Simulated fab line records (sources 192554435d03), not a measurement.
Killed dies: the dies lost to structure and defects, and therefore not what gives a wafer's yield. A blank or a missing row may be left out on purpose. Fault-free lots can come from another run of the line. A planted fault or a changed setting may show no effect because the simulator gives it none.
fab line records -- flow n5_finfet
record: lots: 4, wafers: 12, last_day: 17
route steps=1938 shown BEOL_M0_SAQP@663 BEOL_M0_CUTY@701 BEOL_M4@1111 PASSIVATION@1936
lots untouched by any fault: they come from a run of this same line in which no faults occurred
start_h: start of the lot's first displayed wafer, in hours after the record's first day -- wait_h: hours from the lot's prior step to this one -- " unchanged from the row above -- L1.1+2: a row that stands for several wafers -- - no value present, or no start provided -- * or withheld: withheld -- < > ~ a bound
route shown NAME@n: names a module that has steps shown in the file, with the first one's number in the route -- usual: average and standard deviation across the fault-free wafers -- same: alike in all rows -- chamber/n: place in a boat -- sites: per-site readings -- _std_site: their standard deviation -- _edge_site: mean of outer sites minus mean of inner sites -- radius_mm: for every site, how far away it sits from the centre of the wafer -- mask NAME#n: copy n -- behind: tool/chamber where the wafer was last shaped -- hold: reason for holding the lot/hours on hold/outcome of the hold -- device: the transistor (n, p or np) that didn't switch -- end of line: tests run on the same wafers once the route is complete -- for a step that has no rows: nothing shown but its recipe -- killed: dies lost to structure and defects at the first sort, not the wafer's yield -- map: the dies of a wafer, with x for killed, . for not killed, _ for no die there
set.NAME: the setting as run; set.NAME@STEP: as run at that earlier step -- model.NAME: the simulator's own value behind a step, which no gauge read
lots at some steps of the route; a table a step, a row a wafer
services: the hour from which a tool's chamber was out of use, counted from the record's first day as start_h (under 0 if before that day), plus the number of hours and why
== steps ==
step: N5_BEOL_M0_SAQP_SPACER1_ALD_98
recipe: material: SiO2, target_thk_a: 128, temp_c: 300, ald_precursor_family: BDEAS, ald_co_reactant: O2-plasma, pulse_time_s: 1, purge_time_s: 2, co_reactant_purge_time_s: 2, ald_cycles: 138, pressure_torr: 2
step: N5_BEOL_M0_SAQP_SPACER1_ETCHBACK_99
recipe: chemistry: CHF3/O2, mode: anisotropic_etchback, target: SiO2, target_depth_a: 154, time_s: 7.7, pressure_mtorr: 30, source_w: 650, bias_w: 170, Ar_flow_sccm: 200, CHF3_flow_sccm: 50, O2_flow_sccm: 5, ion_energy_ev: 200
step: N5_BEOL_M0_SAQP_MANDREL1_REMOVE_100
recipe: chemistry: HBr/Cl2/O2, bt_time_s: 10, target: a-Si, stop_on: SiNx, endpoint: OES-SiCl, over_etch_frac: 0.85, icp_w: 600, bias_w: 30, HBr_flow_sccm: 150, Cl2_flow_sccm: 80, O2_flow_sccm: 5, pressure_mtorr: 10
step: N5_BEOL_M0_SAQP_ETCH_101
recipe: chemistry: CH3F/O2, target: SiNx, mask_material: SiO2, target_depth_a: 299, time_s: 42.7, pressure_mtorr: 30, source_w: 395, bias_w: 73, Ar_flow_sccm: 150, CH3F_flow_sccm: 30, O2_flow_sccm: 20, ion_energy_ev: 120
step: N5_BEOL_M0_SAQP_ETCH_102
recipe: chemistry: CF4, target: SiO2, target_depth_a: 40, ion_energy_ev: 350, time_s: 4.4, pressure_mtorr: 10, icp_w: 800, bias_w: 400, cf4_flow_sccm: 80
step: N5_BEOL_M0_SAQP_MANDREL_ETCH_103
recipe: chemistry: HBr/Cl2, target: a-Si, target_depth_a: 450, bt_time_s: 10, stop_on: SiCN, mask_material: SiO2, over_etch_frac: 0.8, time_s: 27, pressure_mtorr: 10, icp_w: 800, bias_w: 75, HBr_flow_sccm: 150, Cl2_flow_sccm: 80, ends: end_point
step: N5_BEOL_M0_SAQP_RECESS_104
recipe: chemistry: HF/NH3, target: SiO2, target_depth_a: 180, afs_cycles: 3, temp_c: 30, sublimation_temp_c: 180, sublimation_time_s: 60
step: N5_BEOL_M0_SAQP_COAT_105
recipe: resist: SOC, temp_c: 250, time_s: 60, spin_rpm: 1500, resist_thk_nm: 100
step: N5_BEOL_M0_SAQP_ETCH_106
recipe: chemistry: N2/H2, target: SOC, target_depth_a: 1500, stop_on: SiNx, ion_energy_ev: 100, bias_w: 61, pressure_mtorr: 30, source_w: 850, n2_flow_sccm: 200, h2_flow_sccm: 200
step: N5_BEOL_M0_SAQP_ETCH_107
recipe: chemistry: CH3F/O2, target: SiNx, target_depth_a: 300, mask_material: SOC, pressure_mtorr: 30, source_w: 395, bias_w: 73, Ar_flow_sccm: 150, CH3F_flow_sccm: 30, O2_flow_sccm: 20, ion_energy_ev: 120
step: N5_BEOL_M0_SAQP_STRIP_108
recipe: chemistry: N2/H2, power_w: 500, temp_c: 40, pressure_mtorr: 50, rf_frequency_hz: 6e+07, overash_fraction: 0.3, bias_power_w: 28, h2_frac: 0.5, n2_flow_sccm: 300, h2_flow_sccm: 300
step: N5_BEOL_M0_SAQP_RECESS_109
recipe: chemistry: HF/NH3, target: SiO2, target_depth_a: 30, afs_cycles: 1, temp_c: 30, sublimation_temp_c: 180, sublimation_time_s: 60
usual: drypump_motor_current_A: 5.7/0.36, foreline_p_Torr: 0.1279/0.00056
lot.wafer,tool,chamber,start_h,wait_h,drypump_motor_current_A,foreline_p_Torr
L248.3,vapor_etch-01,0,126.56,0.2,6.0,0.1264
L248.5,vapor_etch-01,1,126.56,0.2,6.0,0.1279
L248.6,vapor_etch-01,0,126.56,0.2,6.0,0.1267
L259.2,vapor_etch-01,1,188.95,0.0,5.9,0.1279
L259.3,vapor_etch-01,0,188.95,0.0,6.0,0.1285
L259.4,vapor_etch-01,1,188.95,0.0,5.9,0.1280
L261.2,vapor_etch-01,0,199.05,0.0,6.0,0.1290
L261.5,vapor_etch-01,1,199.05,0.0,5.9,0.1279
L261.6,vapor_etch-01,0,199.05,0.0,6.0,0.1289
L269.4,vapor_etch-02,1,250.33,0.1,5.2,0.1276
L269.5,vapor_etch-02,1,250.33,0.1,5.2,0.1286
L269.6,vapor_etch-02,0,250.33,0.1,5.2,0.1281
step: N5_BEOL_M0_SAQP_SPACER2_ALD_26
recipe: material: SiO2, target_thk_a: 150, temp_c: 300, ald_precursor_family: BDEAS, ald_co_reactant: O2-plasma, pulse_time_s: 1, purge_time_s: 2, co_reactant_purge_time_s: 2, pressure_torr: 2
step: N5_BEOL_M0_SAQP_SPACER2_ETCHBACK_27
recipe: chemistry: CHF3/O2, mode: anisotropic_etchback, target: SiO2, target_depth_a: 225, time_s: 11.25, pressure_mtorr: 30, source_w: 650, bias_w: 170, Ar_flow_sccm: 200, CHF3_flow_sccm: 50, O2_flow_sccm: 5, ion_energy_ev: 200
step: N5_BEOL_M0_SAQP_MANDREL2_REMOVE_110
recipe: chemistry: HBr/Cl2/O2, bt_time_s: 10, target: a-Si, stop_on: SiCN, endpoint: OES-SiCl, over_etch_frac: 1, icp_w: 600, bias_w: 30, HBr_flow_sccm: 150, Cl2_flow_sccm: 80, O2_flow_sccm: 5, pressure_mtorr: 10
step: N5_BEOL_M0_SAQP_COAT_69
recipe: resist: SOC, temp_c: 250, time_s: 60, spin_rpm: 1500, resist_thk_nm: 90
step: N5_BEOL_M0_SAQP_COAT_72
recipe: resist: SiARC, temp_c: 220, time_s: 60, spin_rpm: 1500, resist_thk_nm: 15
step: N5_BEOL_M0_SAQP_COAT_87
recipe: resist: underlayer, temp_c: 205, time_s: 60, spin_rpm: 1500, resist_thk_nm: 5
step: N5_BEOL_M0_SAQP_COAT_34
recipe: resist: CAR-EUV, spin_rpm: 1500, resist_thk_nm: 30
step: N5_BEOL_M0_SAQP_EBR_36
recipe: solvent: PGMEA, ebr_width_mm: 1.5
step: N5_BEOL_M0_SAQP_SOFTBAKE_35
recipe: temp_c: 110, time_s: 60, resist: CAR-EUV
step: N5_BEOL_M0_SAQP_EXPOSE_37
recipe: mask_id: M0_CUT1, na: 0.33, source_shape: annular, sigma_inner: 0.35, sigma_outer: 0.8, polarization: unpolarized, target_cd_nm: 30, dose_mj: 44.75
step: N5_BEOL_M0_SAQP_PEB_38
recipe: peb_temp_c: 100, peb_time_s: 60, resist: CAR-EUV
step: N5_BEOL_M0_SAQP_DEVELOP_39
recipe: develop_time_s: 30, developer: TMAH, resist: CAR-EUV, rinse_liquid: surfactant_rinse, dry: air_spin, dev_temp_c: 23
step: N5_BEOL_M0_SAQP_INSPECT_42
recipe: mode: adi, inspect_instrument: brightfield
usual: raw_defect_count: 288/81
lot.wafer,tool,chamber,start_h,wait_h,raw_defect_count
L248.3,defect_inspect-01,-,127.80,0.0,159
L248.5,defect_inspect-01,-,127.80,0.0,244
L248.6,defect_inspect-01,-,127.80,0.0,253
L259.2,defect_inspect-01,-,190.23,0.0,1422
L259.3,defect_inspect-01,-,190.23,0.0,1485
L259.4,defect_inspect-01,-,190.23,0.0,1626
L261.2,defect_inspect-02,-,200.53,0.0,1494
L261.5,defect_inspect-02,-,200.53,0.0,1668
L261.6,defect_inspect-02,-,200.53,0.0,1534
L269.4,defect_inspect-01,-,251.58,0.0,260
L269.5,defect_inspect-01,-,251.58,0.0,281
L269.6,defect_inspect-01,-,251.58,0.0,244
step: N5_BEOL_M0_SAQP_DESCUM_45
recipe: chemistry: O2, time_s: 7, source_power_w: 50, bias_power_w: 20, pressure_mtorr: 20, rf_frequency_hz: 2.712e+07, temp_c: 40, resist: CAR-EUV, o2_flow_sccm: 225
step: N5_BEOL_M0_SAQP_ETCH_88
recipe: chemistry: N2/H2, target: underlayer, target_depth_a: 65, time_s: 5.2, ion_energy_ev: 200, mask_material: CAR-EUV, pressure_mtorr: 30, source_w: 840, bias_w: 150, n2_flow_sccm: 200, h2_flow_sccm: 200, ends: cleared
step: N5_BEOL_M0_SAQP_ETCH_73
recipe: chemistry: CF4, target: SiARC, target_depth_a: 195, mask_material: CAR-EUV, time_s: 32.5, ion_energy_ev: 80, pressure_mtorr: 40, source_w: 545, bias_w: 36, Ar_flow_sccm: 100, cf4_flow_sccm: 100, ends: cleared
step: N5_BEOL_M0_SAQP_CUT_ETCH_46
recipe: chemistry: N2/H2, target: SOC, target_depth_a: 1350, overetch_a: 270, temp_c: 40, time_s: 202.5, ion_energy_ev: 200, mask_material: SiARC, pressure_mtorr: 30, source_w: 840, bias_w: 150, n2_flow_sccm: 200, h2_flow_sccm: 200
step: N5_BEOL_M0_SAQP_STRIP_74
recipe: chemistry: N2/H2, temp_c: 40, n2_flow_sccm: 200, h2_flow_sccm: 200, rf_frequency_hz: 6e+07
step: N5_BEOL_M0_SAQP_STRIP_89
recipe: chemistry: N2/H2, temp_c: 40, n2_flow_sccm: 200, h2_flow_sccm: 200, rf_frequency_hz: 6e+07
step: N5_BEOL_M0_SAQP_ALD_48
recipe: material: SiO2, target_thk_a: 200, temp_c: 100, ald_precursor_family: BDEAS, ald_co_reactant: O2-plasma, pulse_time_s: 1, co_reactant_pulse_time_s: 1, purge_time_s: 2, co_reactant_purge_time_s: 2, ald_cycles: 139, pressure_torr: 2
step: N5_BEOL_M0_SAQP_ETCH_49
recipe: chemistry: CF4/O2, target_depth_a: 370, target: SiO2, pressure_mtorr: 40, source_w: 535, bias_w: 49, Ar_flow_sccm: 100, cf4_flow_sccm: 100, O2_flow_sccm: 10, ion_energy_ev: 100
step: N5_BEOL_M0_SAQP_STRIP_75
recipe: chemistry: CF4, resist: SiARC, power_w: 300, bias_power_w: 75, pressure_mtorr: 50, cf4_flow_sccm: 150, rf_frequency_hz: 6e+07
step: N5_BEOL_M0_CUTY_COAT_50
recipe: resist: SiARC, temp_c: 220, time_s: 60, spin_rpm: 1500, resist_thk_nm: 15
step: N5_BEOL_M0_CUTY_COAT_51
recipe: resist: CAR-ArF-block, spin_rpm: 1500, resist_thk_nm: 150
step: N5_BEOL_M0_CUTY_EBR_52
recipe: solvent: PGMEA, ebr_width_mm: 1.5
step: N5_BEOL_M0_CUTY_SOFTBAKE_53
recipe: temp_c: 110, time_s: 60, resist: CAR-ArF-block
step: N5_BEOL_M0_CUTY_INSPECT_59
recipe: mode: adi, inspect_instrument: macro
usual: raw_defect_count: 2.0/1.3
lot.wafer,tool,chamber,start_h,wait_h,raw_defect_count
L248.3,defect_inspect-02,-,129.19,0.0,0
L248.5,defect_inspect-02,-,129.19,0.0,1
L248.6,defect_inspect-02,-,129.19,0.0,3
L259.2,defect_inspect-01,-,191.50,0.0,>300
L259.3,defect_inspect-01,-,191.50,0.0,>300
L259.4,defect_inspect-01,-,191.50,0.0,>300
L261.2,defect_inspect-01,-,201.92,0.0,>300
L261.5,defect_inspect-01,-,201.92,0.0,>300
L261.6,defect_inspect-01,-,201.92,0.0,>300
L269.4,defect_inspect-02,-,252.97,0.0,1
L269.5,defect_inspect-02,-,252.97,0.0,3
L269.6,defect_inspect-02,-,252.97,0.0,2
step: N5_BEOL_M4_RC_MEAS_101
usual: DIBL_N: 36.6/1.7, DIBL_P: 36.7/2, IOFF_N: 0.16/0.033, IOFF_P: 0.22/0.04, ION_N: 673/12, ION_P: 463/7.9, SS_N: 71.7/0.58, SS_P: 73.3/0.64, VT_N: 249/3.3, VT_P: -249/3.1
lot.wafer,tool,chamber,start_h,wait_h,DIBL_N[mV/V],DIBL_P[mV/V],IOFF_N[nA/um],IOFF_P[nA/um],ION_N[uA/um],ION_P[uA/um],SS_N[mV/dec],SS_P[mV/dec],VT_N[mV],VT_P[mV]
L248.3,prober-02,0,173.76,0.3,36.5,36.3,0.14,0.20,666,464,71.8,73.3,252,-249
L248.5,prober-02,0,173.76,0.3,36.9,36.6,0.15,0.20,670,466,71.5,72.6,251,-252
L248.6,prober-02,0,173.76,0.3,36.0,35.6,0.14,0.19,661,457,71.7,73.4,251,-251
L259.2,prober-02,0,242.19,0.2,35.3,34.8,0.14,0.20,680,466,70.8,72.6,249,-251
L259.3,prober-02,0,242.19,0.2,36.9,37.2,0.17,0.23,690,476,71.5,73.8,246,-248
L259.4,prober-02,0,242.19,0.2,34.3,33.5,0.12,0.18,667,468,70.9,71.8,254,-251
L261.2,prober-02,0,248.02,0.2,36.7,35.5,0.15,0.20,668,457,72.3,73.4,252,-250
L261.5,prober-02,0,248.02,0.2,36.0,32.9,0.14,0.18,661,457,72.1,72.1,250,-249
L261.6,prober-02,0,248.02,0.2,36.6,35.4,0.15,0.20,670,463,71.9,72.6,250,-251
L269.4,prober-01,0,308.57,0.5,34.3,33.2,0.13,0.20,661,471,70.8,72.2,248,-245
L269.5,prober-01,0,308.57,0.5,34.4,34.2,0.13,0.22,670,465,70.8,72.7,252,-247
L269.6,prober-01,0,308.57,0.5,37.5,37.0,0.17,0.26,668,467,72.1,73.1,251,-244
step: N5_PASSIVATION_PROBE_49
usual: defect_limited_yield: 91.1/1.4, killed_at_M0_to_M3: 34/11, killed_at_M4_up: 14/5.7, killed_at_contacts: 14/6.9, killed_at_front_end: 40/11, killed_at_other: 4/3.1, killed_dies: 105/17, killed_on_rim: 14/4.1, killed_open: 70/13, killed_short: 34/7.6, sort_bin_5_function: 5.3/0.95, sort_bin_6_memory: 3.3/0.64, sort_n_pass: 1075/17, sort_yield_pct: 91.1/1.4
same: gross_dies: 1180, killed_at_back_side: 0, sort_bin_4_leakage[%]: 0, sort_bin_8_speed[%]: 0
lot.wafer,tool,chamber,start_h,wait_h,defect_limited_yield[%],killed_at_M0_to_M3,killed_at_M4_up,killed_at_contacts,killed_at_front_end,killed_at_other,killed_dies,killed_on_rim,killed_open,killed_short,sort_bin_5_function[%],sort_bin_6_memory[%],sort_n_pass,sort_yield_pct[%]
L248.3,prober-01,-,270.61,0.1,91.6,38,12,7,38,4,99,13,56,42,5.3,2.8,1081,91.6
L248.5,prober-01,-,270.71,0.2,91.9,26,17,0,48,5,96,13,62,31,5.5,2.4,1084,91.9
L248.6,prober-01,-,270.76,0.3,91.9,27,15,15,35,4,96,8,62,34,4.4,3.6,1084,91.9
L259.2,prober-01,-,348.45,0.3,86.6,95,18,8,36,1,158,33,58,30,6.9,4.2,1022,86.6
L259.3,prober-01,-,348.50,0.3,83.2,122,13,9,51,3,198,27,71,36,9.7,3.5,982,83.2
L259.4,prober-01,-,348.55,0.4,86.9,99,10,18,27,0,154,26,64,25,6.6,4.1,1026,86.9
L261.2,prober-01,-,358.88,0.1,82.8,126,27,9,40,1,203,34,78,31,9.4,4.9,977,82.8
L261.5,prober-01,-,359.03,0.2,89.2,89,14,3,19,2,127,25,55,13,6.4,2.3,1053,89.2
L261.6,prober-01,-,359.08,0.3,84.8,114,14,9,41,1,179,30,59,30,8.6,3.8,1001,84.8
L269.4,prober-02,-,411.10,0.2,91.4,34,21,10,34,2,101,8,59,40,5.5,2.9,1079,91.4
L269.5,prober-02,-,411.15,0.2,90.8,16,18,29,45,0,108,21,78,28,5.4,3.1,1072,90.8
L269.6,prober-02,-,411.20,0.3,91.1,37,17,13,38,0,105,20,69,36,5.5,2.7,1075,91.1
killed by level:class
L248.3 BEOL_M0_SAQP:geometric_particle:short=12 DUMMY_GATE:geometric_particle:open=7 BEOL_M3:geometric_particle:open=7 BEOL_M1:geometric_particle:open=6 MOL_CONTACT_COAG:geometric_particle:open=5 STI_FIN_REVEAL:geometric_particle:open=4 BEOL_M0_SAQP:geometric_particle:open=4 GATE_CUT:geometric_particle:short=4
L248.5 DUMMY_GATE:geometric_particle:open=10 FIN_SAQP:geometric_particle:open=8 GATE_CUT:geometric_particle:short=6 FIN_SAQP:geometric_particle:short=5 BEOL_M0_SAQP:geometric_particle:open=5 BEOL_M0_SAQP:geometric_particle:short=5 BEOL_M2:geometric_particle:open=5 BEOL_M5:geometric_particle:open=5
L248.6 MOL_CONTACT_COAG:geometric_particle:open=14 STI_FIN_REVEAL:geometric_particle:open=10 BEOL_M1:geometric_particle:open=10 BEOL_M0_SAQP:geometric_particle:open=5 BEOL_M4:geometric_particle:open=4 BEOL_M4:geometric_particle:short=4 STARTING-WAFER:geometric_particle:short=4 STI_FIN_REVEAL:geometric_particle:short=3
L259.2 BEOL_M0_SAQP:unspecified=70 STI_FIN_REVEAL:geometric_particle:open=11 MOL_CONTACT_COAG:geometric_particle:open=7 BEOL_M0_SAQP:geometric_particle:short=7 BEOL_M4:geometric_particle:open=6 FIN_SAQP:geometric_particle:short=4 BEOL_M0:geometric_particle:open=4 BEOL_M3:geometric_particle:open=4
L259.3 BEOL_M0_SAQP:unspecified=91 STI_FIN_REVEAL:geometric_particle:open=21 BEOL_M0_SAQP:geometric_particle:short=10 MOL_CONTACT_COAG:geometric_particle:open=6 BEOL_M0_SAQP:geometric_particle:open=6 STI_FIN_REVEAL:geometric_particle:short=5 BEOL_M2:geometric_particle:open=5 BEOL_M4:geometric_particle:open=5
L259.4 BEOL_M0_SAQP:unspecified=64 MOL_CONTACT_COAG:geometric_particle:open=13 BEOL_M0_SAQP:geometric_particle:open=9 STI_FIN_REVEAL:geometric_particle:open=8 BEOL_M0_SAQP:geometric_particle:short=7 STARTING-WAFER:geometric_particle:short=6 BEOL_M2:geometric_particle:open=5 MOL_CONTACT_COAG:geometric_particle:short=5
L261.2 BEOL_M0_SAQP:unspecified=91 BEOL_M4:geometric_particle:open=13 FIN_SAQP:geometric_particle:open=12 FIN_SAQP:geometric_particle:short=10 MOL_CONTACT_COAG:geometric_particle:open=9 BEOL_M3:geometric_particle:open=9 BEOL_M2:geometric_particle:open=8 BEOL_M0_SAQP:geometric_particle:short=4
L261.5 BEOL_M0_SAQP:unspecified=59 BEOL_M1:geometric_particle:open=11 BEOL_M4:geometric_particle:open=11 BEOL_M2:geometric_particle:open=7 STI_FIN_REVEAL:geometric_particle:open=5 BEOL_M0_SAQP:geometric_particle:open=4 BEOL_M3:geometric_particle:open=4 MOL_CONTACT_COAG:geometric_particle:open=3
L261.6 BEOL_M0_SAQP:unspecified=90 BEOL_M2:geometric_particle:open=11 BEOL_M4:geometric_particle:open=11 FIN_SAQP:geometric_particle:short=8 FIN_SAQP:geometric_particle:open=8 MOL_CONTACT_COAG:geometric_particle:open=7 GATE_CUT:geometric_particle:short=6 STI_FIN_REVEAL:geometric_particle:open=5
L269.4 FIN_SAQP:geometric_particle:open=10 FIN_SAQP:geometric_particle:short=10 MOL_CONTACT_COAG:geometric_particle:open=8 BEOL_M3:geometric_particle:open=7 BEOL_M4:geometric_particle:open=7 BEOL_M1:geometric_particle:short=6 BEOL_M3:geometric_particle:short=6 BEOL_M0_SAQP:geometric_particle:open=5
L269.5 MOL_CONTACT_COAG:geometric_particle:open=24 FIN_SAQP:geometric_particle:open=10 BEOL_M4:geometric_particle:open=10 FIN_SAQP:geometric_particle:short=10 STI_FIN_REVEAL:geometric_particle:open=10 MOL_CONTACT_COAG:geometric_particle:short=5 GATE_CUT:geometric_particle:open=4 BEOL_M0_SAQP:geometric_particle:open=3
L269.6 FIN_SAQP:geometric_particle:open=11 BEOL_M0_SAQP:geometric_particle:short=10 STI_FIN_REVEAL:geometric_particle:open=9 MOL_CONTACT_COAG:geometric_particle:open=9 FIN_SAQP:geometric_particle:short=8 BEOL_M3:geometric_particle:open=8 BEOL_M4:geometric_particle:open=7 BEOL_M1:geometric_particle:open=5
map L259.3 (x killed, . not)
_________________...x........________________
______________.................._____________
___________......x.................__________
__________...........x....x........._________
________xx.....x.....x.x.............._______
_______xxxx..........xx................______
______xxxxxx.x...x...x.x................_____
_____xxxxxx..............x..x.....x......____
____xxxxxxxxx........x....xx....x.......x.___
___xxxxxxxxxx......x.....x.x...x...........__
___xxxxxxxxx........x...............x.....x__
__xxxxxxxxxxx...x...x.x..........x..x...x..._
__xxxxxxxxxx...............x..........x....._
_xxxxxxxxxxx.......x....x....x...............
_xxxxxxxxx....x........x.xx........x....x....
_.x.x..x................x....................
_..x..............x...........x...x...x..x...
_...............x.x.................x........
_..........x...x..........x........x.........
_............................................
_..........x.x.................x......x......
__...x.......xx......xx....................._
__.......x......x.........x..........x......_
___.....x.xx.........x.......xx......xx....__
___x.....x.................................__
____......x..............x..xx..x........x___
_____x...x....xxx......................x.____
______................x......x.....x..x._____
_______........x.......x...............______
________...x...x.x..............x....._______
__________...x....x...........x....._________
___________........................__________
______________............x....._____________
_________________............________________
map L261.2 (x killed, . not)
_________________.......x..x.________________
______________.x................_____________
___________...........x.x.......x..__________
__________...x..................x..._________
________xx.x.........................._______
_______xxxx...................x........______
______xxxxxxx..........x..........x....._____
_____xxxxxx...xx...........x.x....xx.....____
____xxxxxxxx...x...................x......___
___xxxxxxxxxxx......x.x....................__
___xxxxxxxxx.xx...x.x...xx......x..........__
__xxxxxxxxx.x................x.x............_
__xxxxxxxxx...x...........x........xx.....xx_
_xxxxxxxxxxx..x.x..x...................x.....
_xx.xxxxx....................................
_x.xxx.x........x....x.x.........x..xx.......
_.....x..............x....................x..
_.x.x........x......................x...x....
_x..x..x..........x...x.............x.......x
_........x.x..........x..........x........x..
_.........x..........x.......................
__....................x..............x......_
__...x....x............xx..........x........_
___..x..........x............x.............__
___....xx.....x...x..x.......x.......x.x...__
____x.......x...........x.................___
_____......x..x..............x..x..x..x..____
______.x...x.........x.................._____
_______.x.........x........x...xx......______
________........xx.....x..x....x....xx_______
__________.x........................_________
___________........................__________
______________.........x.......x_____________
_________________............________________
== services ==
tool,chamber,start_h,hours,kind
vapor_etch-02,-,134.11,19.1,repair
== key ==
first_sign: step: N5_BEOL_M0_SAQP_INSPECT_42, reading: raw_defect_count, direction: up, sigmas: 15, usual: 288, struck: 1538
effect: step: N5_BEOL_M0_CUTY_INSPECT_59, reading: raw_defect_count, direction: up, sigmas: 99+, usual: 2.0, struck: >300
effect: step: N5_PASSIVATION_PROBE_49, reading: killed_at_M0_to_M3, direction: up, sigmas: 6.8, usual: 34, struck: 108
more_kills_born_at: N5_BEOL_M0_SAQP_RECESS_109@vapor_etch-01: 465
met_at N5_BEOL_M0_SAQP_RECESS_109
struck_wafers L259.2,L259.3,L259.4,L261.2,L261.5,L261.6
onset_between 126.56 188.95
fault: kind: chamber_particle_source, tool: vapor_etch-01, chamber: -, onset_h: 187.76, steps: N5_BEOL_M0_SAQP_RECESS_109, rate_per_visit_cm2: 1.8028, end_h: 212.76
